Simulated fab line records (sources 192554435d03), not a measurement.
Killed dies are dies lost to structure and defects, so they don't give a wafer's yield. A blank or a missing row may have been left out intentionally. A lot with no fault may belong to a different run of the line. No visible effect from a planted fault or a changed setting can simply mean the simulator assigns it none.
Matching of chambers | flow n5 finfet | N5_SD_EPI_P_ETCH_47 on rie diel-03 has 4 sister chambers
The step etches SiOCN in CH3F/O2, target depth 25 nm. 4 wafers are shown with their chamber, then 8 later ones without.

## EACH WAFER AND ITS CHAMBER
wafer  | chamber | showerhead plenum p Torr (Torr)
L090.5 | 2       | 1.93
L091.2 | 3       | 2.09
L091.6 | 0       | 2.09
L092.1 | 1       | 2.01

## WAFERS WITHOUT THEIR CHAMBER
wafer  | showerhead plenum p Torr (Torr)
L092.3 | 2.09
L092.4 | 2.09
L094.1 | 2.09
L094.2 | 2.08
L094.3 | 2.01
L096.2 | 2.01
L096.4 | 2.01
L096.5 | 2.09

## WHICH CHAMBER EACH WENT THROUGH
wafer  | from the rows above     | in truth
L092.3 | can't be placed: 0 or 3 | 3
L092.4 | can't be placed: 0 or 3 | 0
L094.1 | can't be placed: 0 or 3 | 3
L094.2 | can't be placed: 0 or 3 | 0
L094.3 | 1                       | 1
L096.2 | 1                       | 1
L096.4 | 1                       | 1
L096.5 | can't be placed: 0 or 3 | 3
Correct placement for 3 of the 8. Can't be placed from these rows: 5 (the true chamber is among the candidates in 5). Wrongly placed: 0.
How it was worked out, from the rows above alone: a wafer's distance from a chamber is the root of the sum, over the readings, of the square of ((its reading less the chamber's mean) divided by the reading's scatter). The wafer belongs to the nearest chamber; if the next one is less than 2 further off, it can't be placed. A chamber's mean is the mean of its shown wafers. The scatter (one wafer shown for each chamber): square how far every hidden wafer sits from the nearest shown wafer, average those squares and take the square root.
